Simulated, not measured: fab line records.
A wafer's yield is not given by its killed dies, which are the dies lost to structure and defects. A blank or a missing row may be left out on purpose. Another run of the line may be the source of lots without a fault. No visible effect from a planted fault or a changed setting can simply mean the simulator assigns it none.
Matching of chambers | flow n5 finfet | N5_BEOL_M5_ETCH_75 on rie diel-01 has 4 sister chambers
The step etches underlayer in N2/H2, target depth 6.5 nm, time 5.2 s. 4 wafers are shown with their chamber, then 9 later ones without.

## EACH WAFER AND ITS CHAMBER
wafer  | chamber | drypump motor current A (A)
L090.3 | 1       | 5.7
L095.4 | 2       | 5.7
L095.5 | 3       | 6.1
L095.6 | 0       | 5.4

## WAFERS MISSING THEIR CHAMBER
wafer  | drypump motor current A (A)
L093.1 | 5.6
L093.4 | 5.7
L093.5 | 6.1
L094.1 | 5.4
L094.5 | 5.7
L094.6 | 5.6
L096.3 | 5.4
L096.4 | 5.6
L096.6 | 6.1

## WHICH CHAMBER EACH ONE RAN IN
wafer  | from the rows above          | in truth
L093.1 | can't be placed: 1 or 2 or 0 | 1
L093.4 | can't be placed: 1 or 2      | 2
L093.5 | 3                            | 3
L094.1 | 0                            | 0
L094.5 | can't be placed: 1 or 2      | 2
L094.6 | can't be placed: 1 or 2 or 0 | 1
L096.3 | 0                            | 0
L096.4 | can't be placed: 1 or 2 or 0 | 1
L096.6 | 3                            | 3
4 of 9 placed correctly. Can't be placed from these rows: 5 (the true chamber is among the candidates in 5). Number placed wrongly: 0.
How it was worked out, from the rows above alone: a wafer's distance from a chamber is the root of the sum, over the readings, of the square of ((its reading less the chamber's mean) divided by the reading's scatter). If the next closest chamber is less than 2 further off than the closest, the wafer can't be placed; otherwise it belongs to the closest. Each chamber's mean is taken over the wafers shown for it. The scatter: root of mean squared gap, hidden wafer to nearest shown wafer, with one shown wafer a chamber.
